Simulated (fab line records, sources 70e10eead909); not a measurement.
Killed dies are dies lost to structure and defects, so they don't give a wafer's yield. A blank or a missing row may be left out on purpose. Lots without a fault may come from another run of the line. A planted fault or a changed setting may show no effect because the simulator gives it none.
Chamber matching | flow nand_harc | NHARC_A_WL_FILL_CMP_12 on cmp-02: 4 sister chambers
The step polishes, t overpolish 30 s, target thk 100 nm. 8 wafers are shown with their chamber, then 7 later ones without.

WAFERS WITH THEIR CHAMBER
wafer  | chamber | motor_current_A (A) | slurry_flow_ml_min
L970.2 | 3       | 12.8                | 150.4
L972.6 | 2       | 11.2                | 149.9
L977.2 | 1       | 10.8                | 150.2
L980.4 | 3       | 12.7                | 149.9
L980.5 | 1       | 11.1                | 150.2
L980.6 | 0       | 11.6                | 149.9
L983.2 | 2       | 11.3                | 150.2
L983.5 | 0       | 11.6                | 149.5

WAFERS WITHOUT THEIR CHAMBER
wafer  | motor_current_A (A) | slurry_flow_ml_min
L983.6 | 12.6                | 149.4
L989.1 | 11.6                | 150.5
L989.2 | 11.6                | 149.6
L989.6 | 11.2                | 149.7
L992.2 | 10.5                | 150.2
L992.3 | 11.0                | 149.3
L992.4 | 12.9                | 149.2

WHICH CHAMBER EACH WENT THROUGH
wafer  | from the rows above          | in truth
L983.6 | 3                            | 3
L989.1 | can't be placed: 0 or 2      | 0
L989.2 | 0                            | 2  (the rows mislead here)
L989.6 | can't be placed: 2 or 1 or 0 | 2
L992.2 | 1                            | 1
L992.3 | can't be placed: 1 or 2 or 0 | 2
L992.4 | 3                            | 3
Placed correctly: 3 of 7. Can't be placed from these rows: 3 (the true chamber is among the candidates in 3). Placed wrongly: 1.
How it was worked out, from the rows above alone: a wafer's distance from a chamber is the root of the sum, over the readings, of the square of ((its reading less the chamber's mean) divided by the reading's scatter). The wafer belongs to the nearest chamber; if the next one is less than 2 further off, it can't be placed. A chamber's mean is the mean of its shown wafers. The scatter: the root of (the sum of the squares of (reading less its chamber's mean) over the shown wafers, divided by (wafers less chambers)).
